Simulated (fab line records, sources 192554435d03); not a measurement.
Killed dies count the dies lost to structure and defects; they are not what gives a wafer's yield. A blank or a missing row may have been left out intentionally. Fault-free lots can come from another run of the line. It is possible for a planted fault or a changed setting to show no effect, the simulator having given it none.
fab line records	flow n5-finfet
record: lots: 5	wafers: 13	last-day: 17
route steps=1938 shown SD_EPI_N@290 SD_EPI_P@295 BEOL_M4@1111
lots with no fault: from the same line, run without faults
start-h: start of the lot's first displayed wafer, in hours after the record's first day	wait-h: how many hours have passed since the lot's step before this one	" identical to the entry in the row above	L1.1+2: one row covering several wafers at once	- no value present, or no start provided	* or withheld: withheld	< > ~ a bound
route shown NAME@n: a module of which the file shows steps, and the number in the route of the first	usual: mean/standard deviation of fault-free wafers	same: alike in all rows	chamber/n: place in a boat	sites: readings site by site	_std_site: how widely they spread, as a standard deviation	_edge_site: the outer-site mean with the inner-site mean subtracted	radius-mm: how far each site lies from the wafer's centre	mask NAME#n: copy n	behind: the last tool/chamber to shape the wafer	hold: the reason the lot was held/the length of the hold in hours/how it ended	device: names the non-switching transistor (n, p or np)	end of line: the tests these same wafers got at the end of their route	step lacking rows: just its recipe	killed: dies lost to structure and defects at the first sort, not the wafer's yield	map: a wafer's dies, x killed, . not, _ none there
set.NAME: setting as actually run; set.NAME@STEP: the setting as run at that earlier step	model.NAME: the simulator's own value behind a step, which no gauge read
lots seen at some steps along the route; tables by step, rows by wafer
services: the hour from which a tool's chamber was out of use, counted from the record's first day as start-h (under 0 if before that day), plus the number of hours and why
== steps ==
step: N5_SD_EPI_N_PRECLEAN_24
recipe: chemistry: O3/DIW	time-s: 60	temp-c: 22	o3-ppm: 10
step: N5_SD_EPI_N_SRD_25
recipe: time-s: 30	temp-c: 23	rinse-liquid: diw	dry: ipa-marangoni
step: N5_SD_EPI_N_PRECLEAN_49
recipe: chemistry: NF3:NH3	afs-cycles: 1	temp-c: 30	time-s: 20	sublimation-temp-c: 180	sublimation-time-s: 60	pressure-torr: 3	rf-power-w: 30
step: N5_SD_EPI_N_LINER_46
recipe: material: SiNx	target-thk-a: 30	temp-c: 400	ald-precursor-family: SiH2I2	ald-co-reactant: N2/H2-plasma	pressure-torr: 2
step: N5_SD_EPI_P_COAT_34
recipe: resist: SOC	temp-c: 250	time-s: 60	spin-rpm: 1500	resist-thk-nm: 350
step: N5_SD_EPI_P_COAT_35
recipe: resist: SiARC	temp-c: 220	time-s: 60	spin-rpm: 1500	resist-thk-nm: 35
step: N5_SD_EPI_P_COAT_03
recipe: resist: CAR-ArF-block	spin-rpm: 1500	resist-thk-nm: 150
step: N5_SD_EPI_P_EBR_05
recipe: solvent: PGMEA	ebr-width-mm: 1.5
step: N5_SD_EPI_P_SOFTBAKE_04
recipe: temp-c: 110	time-s: 60	resist: CAR-ArF-block
step: N5_SD_EPI_P_EXPOSE_06
recipe: mask-id: SD_P_BLK	na: 1.35	source-shape: conventional	sigma-outer: 0.8	polarization: unpolarized	target-cd-nm: 240	dose-mj: 39.5
step: N5_SD_EPI_P_PEB_07
recipe: peb-temp-c: 110	peb-time-s: 60	resist: CAR-ArF-block
usual: heater-power-total-W: 175.4/1.7
lot.wafer	tool	chamber	start-h	wait-h	heater-power-total-W
L361.1	litho-track-03	0	93.41	0.1	176.4
L361.4	"	0	"	"	177.5
L361.6	"	0	"	"	173.3
L371.3	litho-track-03	0	150.45	0.0	177.5
L371.5	"	0	"	"	183.3
L372.4	litho-track-03	0	158.79	0.0	183.0
L372.5	"	0	"	"	185.1
L374.3	litho-track-03	0	168.40	0.0	174.8
L374.5	"	0	"	"	183.6
L374.6	"	0	"	"	175.9
L378.1	litho-track-05	0	191.54	0.1	173.0
L378.2	"	0	"	"	174.3
L378.3	"	0	"	"	175.0
step: N5_SD_EPI_P_DEVELOP_08
recipe: develop-time-s: 30	developer: TMAH	resist: CAR-ArF-block	dev-temp-c: 23	rinse-liquid: diw	dry: air-spin
step: N5_SD_EPI_P_CD_MEAS_09
recipe: target-cd-nm: 240	landing-energy-ev: 500	detector: se-inlens
usual: cd-nm: 240.3/0.74
lot.wafer	tool	chamber	start-h	wait-h	cd-nm
L361.1	cd-sem-02	0	93.47	-	239.8
L361.4	"	0	"	"	238.9
L361.6	"	0	"	"	239.9
L371.3	cd-sem-02	0	150.52	-	241.3
L371.5	"	0	"	"	238.2
L372.4	cd-sem-02	0	158.86	-	237.7
L372.5	"	0	"	"	237.0
L374.3	cd-sem-01	0	168.46	-	239.3
L374.5	"	0	"	"	237.1
L374.6	"	0	"	"	239.4
L378.1	cd-sem-01	0	191.61	-	239.8
L378.2	"	0	"	"	240.0
L378.3	"	0	"	"	240.4
step: N5_SD_EPI_P_DESCUM_14
recipe: chemistry: O2	time-s: 7.9	source-power-w: 50	bias-power-w: 20	pressure-mtorr: 20	rf-frequency-hz: 2.712e+07	temp-c: 40	resist: CAR-ArF-block	o2-flow-sccm: 225
usual: drypump-motor-current-A: 5.80/0.28	oes-product-au: 0.77/0.081	rf-vpp-V: 243.3/1.3	showerhead-plenum-p-Torr: 2.10/0.066	throttle-valve-pct: 20.54/0.27
lot.wafer	tool	chamber	start-h	wait-h	drypump-motor-current-A	oes-product-au	rf-hours-counter-h	rf-vpp-V	showerhead-plenum-p-Torr	throttle-valve-pct	model.SD_EPI_P.cd-nm
L361.1	rie-diel-06	0	93.65	0.1	5.82	0.71	203	244.8	2.16	20.79	239.8
L361.4	"	2	"	"	5.77	0.76	154	245.5	2.17	20.47	239
L361.6	"	3	"	"	6.16	0.85	-	242.1	2.04	20.53	239.8
L371.3	rie-diel-02	3	150.60	0.0	5.61	0.68	232	245.4	2.15	20.61	241
L371.5	"	2	"	"	5.30	0.78	-	242.8	2.02	20.31	238.4
L372.4	rie-diel-02	1	159.16	0.3	5.91	0.72	202	241.2	2.07	20.73	237.8
L372.5	"	2	"	"	5.30	0.79	-	242.5	2.02	20.31	237.4
L374.3	rie-diel-06	1	168.55	0.0	5.96	0.70	238	244.4	2.16	20.55	239.2
L374.5	"	1	"	"	5.97	0.70	-	244.9	2.16	20.53	237.2
L374.6	"	2	"	"	5.76	0.73	-	244.5	2.17	20.51	239.4
L378.1	rie-diel-04	3	191.70	0.0	5.46	0.72	215	241.7	2.08	20.71	240.2
L378.2	"	1	"	"	6.26	0.94	23	245.8	2.23	20.55	240
L378.3	"	2	"	"	5.84	0.91	32	243.7	2.05	19.77	240
step: N5_SD_EPI_P_ETCH_36
recipe: chemistry: CF4	target: SiARC	target-depth-a: 455	mask-material: CAR-ArF-block	time-s: 75.8	ion-energy-ev: 80	pressure-mtorr: 40	source-w: 545	bias-w: 36	Ar_flow_sccm: 100	cf4-flow-sccm: 100	ends: cleared
step: N5_SD_EPI_P_ETCH_37
recipe: chemistry: N2/H2	target: SOC	overetch-a: 1080	mask-material: SiARC	temp-c: 40	ion-energy-ev: 100	source-w: 3000	bias-w: 133	pressure-mtorr: 20	time-s: 486	n2-flow-sccm: 200	h2-flow-sccm: 200	ends: end-point
step: N5_SD_EPI_P_STRIP_38
recipe: chemistry: N2/H2	temp-c: 40	n2-flow-sccm: 200	h2-flow-sccm: 200	rf-frequency-hz: 6e+07
step: N5_SD_EPI_P_ETCHBACK_46
recipe: chemistry: CH3F/O2	mode: anisotropic-etchback	target: SiNx	target-depth-a: 175	stop-on: SiO2	over-etch-frac: 0.3	ion-energy-ev: 120	pressure-mtorr: 30	source-w: 395	bias-w: 73	Ar_flow_sccm: 150	CH3F_flow_sccm: 30	O2_flow_sccm: 20
step: N5_SD_EPI_P_ETCH_47
recipe: chemistry: CH3F/O2	target: SiOCN	target-depth-a: 250	mask-material: SOC	ion-energy-ev: 60	bias-w: 29	pressure-mtorr: 30	source-w: 410	Ar_flow_sccm: 150	CH3F_flow_sccm: 30	O2_flow_sccm: 20
step: N5_SD_EPI_P_ETCH_16
recipe: chemistry: CHF3/O2	target: SiO2	target-depth-a: 50	mask-material: SOC	pressure-mtorr: 30	source-w: 650	bias-w: 170	Ar_flow_sccm: 200	CHF3_flow_sccm: 50	O2_flow_sccm: 5	ion-energy-ev: 200
step: N5_SD_EPI_P_STRIP_50
recipe: chemistry: CHF3/O2	resist: SiARC	rf-frequency-hz: 6e+07
step: N5_SD_EPI_P_SD_RECESS_17
recipe: chemistry: HBr/Cl2/O2	target-depth-a: 391	bt-time-s: 3	pressure-mtorr: 10	icp-w: 800	bias-w: 112	HBr_flow_sccm: 150	Cl2_flow_sccm: 80	O2_flow_sccm: 12
usual: drypump-motor-current-A: 5.66/0.24	oes-product-au: 0.996/0.015	throttle-valve-pct: 37.16/0.19
lot.wafer	tool	chamber	start-h	wait-h	drypump-motor-current-A	oes-product-au	rf-hours-counter-h	throttle-valve-pct	model.SD_EPI_P.cd-nm
L361.1	rie-si-03	2	94.34	0.0	5.59	0.987	67	37.38	239
L361.4	"	3	"	"	5.80	1.007	30	37.32	238
L361.6	"	0	"	"	5.83	1.006	-	36.94	239.4
L371.3	rie-si-01	1	151.29	0.0	5.64	0.986	165	37.11	241.6
L371.5	"	1	"	"	5.58	0.981	-	37.09	240.6
L372.4	rie-si-03	2	159.85	0.0	5.63	0.990	68	37.38	237.4
L372.5	"	2	"	"	5.62	0.990	-	37.38	237.8
L374.3	rie-si-01	1	169.23	0.0	5.60	0.984	165	37.11	238.8
L374.5	"	0	"	"	5.28	1.002	-	37.09	237.2
L374.6	"	3	"	"	5.62	0.965	-	37.52	238.4
L378.1	rie-si-03	2	192.38	0.0	5.59	1.004	69	37.38	241
L378.2	"	1	"	"	5.38	1.011	189	37.07	239.6
L378.3	"	0	"	"	5.85	1.008	88	36.95	239.6
step: N5_SD_EPI_P_WET_ETCH_45
recipe: chemistry: dHF	dilution: withheld	time-s: 10.7	target: SiO2	target-depth-a: 20	temp-c: 25	dry: ipa-marangoni	rinse-time-s: 30	rinse-temp-c: 23
step: N5_BEOL_M4_RC_MEAS_101
usual: DIBL_N: 36.3/1.4	DIBL_P: 35.7/1.5	IOFF_N: 0.155/0.022	IOFF_P: 0.204/0.027	ION_N: 671/9	ION_P: 459/6.2	SS_N: 71.5/0.54	SS_P: 73.1/0.56	VT_N: 250.2/2.6	VT_P: -251/3.3
lot.wafer	tool	chamber	start-h	wait-h	DIBL_N[mV/V]	DIBL_P[mV/V]	IOFF_N[nA/um]	IOFF_P[nA/um]	ION_N[uA/um]	ION_P[uA/um]	SS_N[mV/dec]	SS_P[mV/dec]	VT_N[mV]	VT_P[mV]
L361.1	prober-01	0	209.81	0.0	38.9	37.3	0.190	0.235	672	457	73.2	73.7	249.6	-247
L361.4	"	0	"	"	38.5	37.5	0.190	0.238	684	461	72.6	73.1	247.2	-247
L361.6	"	0	"	"	38.0	36.5	0.163	0.220	660	453	72.0	73.7	249.8	-251
L371.3	prober-01	0	263.09	0.3	34.6	35.8	0.139	0.181	671	459	71.3	72.4	251.3	-250
L371.5	"	0	"	"	35.6	36.5	0.149	0.194	666	451	72.0	73.4	253.2	-252
L372.4	prober-01	0	280.43	0.5	38.0	37.0	0.169	0.237	677	462	71.2	73.1	248.3	-249
L372.5	"	0	"	"	39.3	38.5	0.190	0.263	682	466	71.4	74.4	247.2	-248
L374.3	prober-02	0	285.27	0.3	36.9	36.8	0.151	0.197	663	456	72.1	72.8	251.0	-252
L374.5	"	0	"	"	36.3	36.8	0.152	0.217	661	466	71.6	73.3	250.8	-250
L374.6	"	0	"	"	35.9	36.0	0.143	0.194	663	457	71.1	72.4	253.7	-251
L378.1	prober-01	0	307.18	0.0	36.2	35.0	0.150	0.181	667	449	71.7	72.0	252.0	-255
L378.2	"	0	"	"	36.1	34.8	0.150	0.182	665	453	71.3	72.3	251.1	-255
L378.3	"	0	"	"	35.6	35.9	0.145	0.186	670	461	71.3	72.7	251.7	-253
== services ==
tool	chamber	start-h	hours	kind
litho-track-05	-	69.68	-	consumable-replace:filter
rie-si-03	3	75.19	19.1	repair
rie-diel-04	2	86.03	7.0	repair
rie-diel-04	1	100.17	-	clean
rie-diel-04	1	100.17	-	consumable-replace:focus-ring
rie-diel-04	1	100.17	-	consumable-replace:showerhead
rie-diel-04	1	100.17	13.7	scheduled-down
rie-diel-04	1	100.17	13.7	vent-cycle
rie-si-01	1	118.02	3.2	repair
rie-diel-06	1	133.57	9.6	repair
rie-diel-04	3	137.47	4.1	repair
rie-diel-04	2	146.42	8.2	repair
rie-si-03	-	149.01	0.2	repair
rie-diel-04	-	173.81	2.7	repair
rie-si-01	1	187.20	8.5	repair
== key ==
first-sign: step: N5_SD_EPI_P_PEB_07	reading: heater-power-total-W	direction: up	sigmas: 5	usual: *	struck: *
effect: step: N5_SD_EPI_P_CD_MEAS_09	reading: cd-nm	direction: down	sigmas: 3.7	usual: 240.3	struck: 237.5
model-effect: step: N5_SD_EPI_P_DESCUM_14	value: SD_EPI_P.cd-nm	without: 240.1	struck: 237.7
model-effect: step: N5_SD_EPI_P_SD_RECESS_17	value: SD_EPI_P.cd-nm	without: 240.7	struck: 238.2
met-at N5_SD_EPI_P_PEB_07
struck-wafers L371.5,L372.4,L372.5,L374.5
onset-between 93.41 150.45
fault: kind: process-parameter-drift	tool: litho-track-03	chamber: -	onset-h: 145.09	steps: N5_SD_EPI_P_PEB_07	channel: peb-time-s	offset: *	shape: step	end-h: 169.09	scope: struck-wafers-only	acts-in: *	stated: *
